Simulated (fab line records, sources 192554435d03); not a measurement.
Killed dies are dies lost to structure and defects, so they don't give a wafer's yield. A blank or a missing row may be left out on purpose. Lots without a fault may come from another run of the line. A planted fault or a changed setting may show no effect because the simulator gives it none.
A struck lot beside a sound one | flow n5_finfet | 16 steps out of a route of 1938
Sound: wafers L123.3, L123.4, L123.6. Struck: wafer L131.4. (L131.5 of the same lot was not struck and is left out.) The cause comes at the end.
At each step with rows: each side's tool, then ch and its chambers, then its first start. Under that, the readings that differ: sound wafers | struck wafers | difference of the means | sigmas: that difference in standard deviations of wafers without a fault.
alike: readings whose means differ by less than 2 such deviations, and words and numbers that are the same on both sides. not compared: withheld readings, readings that some wafer has no value for, bounds like >300 that may hide the same value, and numbers for which the record gives no deviation and whose values overlap.
The two part at a step that has a row with sigmas, a row that says differs or no value, or rows on one side only. Numbers that don't overlap but have no deviation are shown without sigmas and don't part them. A reading that every wafer of one side lacks parts them only if that side has two wafers or more.

first, 8 steps without rows for these wafers: N5_BEOL_M2_COAT_68 (time 60 s, resist thk 12 nm); N5_BEOL_M2_COAT_76 (time 60 s, resist thk 5 nm); N5_BEOL_M2_COAT_22 (resist thk 30 nm); N5_BEOL_M2_EBR_24; N5_BEOL_M2_SOFTBAKE_23 (time 60 s); N5_BEOL_M2_EXPOSE_25 (exposes mask V1, defocus 5 nm); N5_BEOL_M2_PEB_26 (peb time 60 s); N5_BEOL_M2_DEVELOP_27 (develop time 30 s).
N5_BEOL_M2_CD_MEAS_28: target cd 26.2 nm, target cd y 24.1 nm.
  sound on cd_sem-03 ch 0, day 9 11:47; struck on cd_sem-01 ch 0, day 11 04:09
  alike: cd_nm
N5_BEOL_M2_OVL_MEAS_29:
  sound on overlay-02 ch 0, day 9 11:50; struck on overlay-02 ch 0, day 11 04:12
  alike: V1_OVL
N5_BEOL_M2_INSPECT_30: inspects for defects (brightfield).
  sound on defect_inspect-01, day 9 11:52; struck on defect_inspect-01, day 11 04:14
  alike: raw_defect_count
N5_BEOL_M2_DESCUM_33: chemistry O2, time 7 s.
  sound on rie_diel-03 ch 0,2,3, day 9 11:55; struck on rie_diel-03 ch 3, day 11 04:16
  alike: drypump_motor_current_A, oes_product_au, rf_vpp_V, showerhead_plenum_p_Torr, throttle_valve_pct
  not compared: rf_hours_counter_h
N5_BEOL_M2_ETCH_77: etches underlayer in N2/H2, target depth 6.5 nm, time 5.2 s.
  sound on rie_diel-03 ch 0,2,3, day 9 11:56; struck on rie_diel-03 ch 3, day 11 04:19
  reading               | sound          | struck | difference | sigmas
  etch_rf_on_time_s (s) | 4.96 5.11 4.99 | 3.88   | -1.14      | -5
  oes_product_au (a.u.) | 0.62 0.79 0.74 | 0.89   | +0.17      | +2
  alike: bias_w, drypump_motor_current_A, rf_vpp_V, showerhead_plenum_p_Torr, throttle_valve_pct
  not compared: rf_hours_counter_h
N5_BEOL_M2_ETCH_69: etches SiARC in CF4, target depth 15.6 nm, time 26 s.
  sound on rie_diel-03 ch 0,2,3, day 9 11:58; struck on rie_diel-03 ch 3, day 11 04:19
  reading    | sound             | struck | difference | sigmas
  bias_w (W) | 36.17 36.24 36.09 | 35.86  | -0.31      | -3
  alike: drypump_motor_current_A, etch_rf_on_time_s, oes_product_au, rf_vpp_V, showerhead_plenum_p_Torr, throttle_valve_pct
  not compared: rf_hours_counter_h
-- the record jumps here: 2 days lie between the struck wafers' starts before and after (it left off in module BEOL_M2 and takes up again in module BEOL_M4, whose first step shown is number 1111 of the route) --
N5_BEOL_M4_RC_MEAS_101:
  sound on prober-01 ch 0, day 11 03:02; struck on prober-02 ch 0, day 13 11:01
  reading        | sound          | struck | difference | sigmas
  IOFF_P (nA/um) | 0.29 0.23 0.28 | 0.16   | -0.11      | -2
  VT_P (mV)      | -245 -247 -244 | -254   | -9         | -2
  alike: DIBL_N, DIBL_P, IOFF_N, ION_N, ION_P, SS_N, SS_P, VT_N
-- the record jumps here: 5 days lie between the struck wafers' starts before and after (it left off in module BEOL_M4 and takes up again in module PASSIVATION, whose first step shown is number 1936 of the route) --
N5_PASSIVATION_PROBE_49:
  sound on prober-01, day 15 14:29; struck on prober-01, day 18 00:50
  alike: defect_limited_yield, killed_at_M0_to_M3, killed_at_M4_up, killed_at_contacts, killed_at_front_end, killed_at_other, killed_dies, killed_open, killed_short, sort_bin_4_leakage, sort_bin_5_function, sort_bin_6_memory, sort_bin_8_speed, sort_n_pass

WHERE THEY PART
First at N5_BEOL_M2_ETCH_77; last, within this record, at N5_BEOL_M4_RC_MEAS_101. Later steps at which nothing parts them and some readings are alike: N5_PASSIVATION_PROBE_49.

WHY: what the simulator had put in
Process parameter drift: rie_diel-03, from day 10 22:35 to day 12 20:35, at N5_BEOL_M2_ETCH_77. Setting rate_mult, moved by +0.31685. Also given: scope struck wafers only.
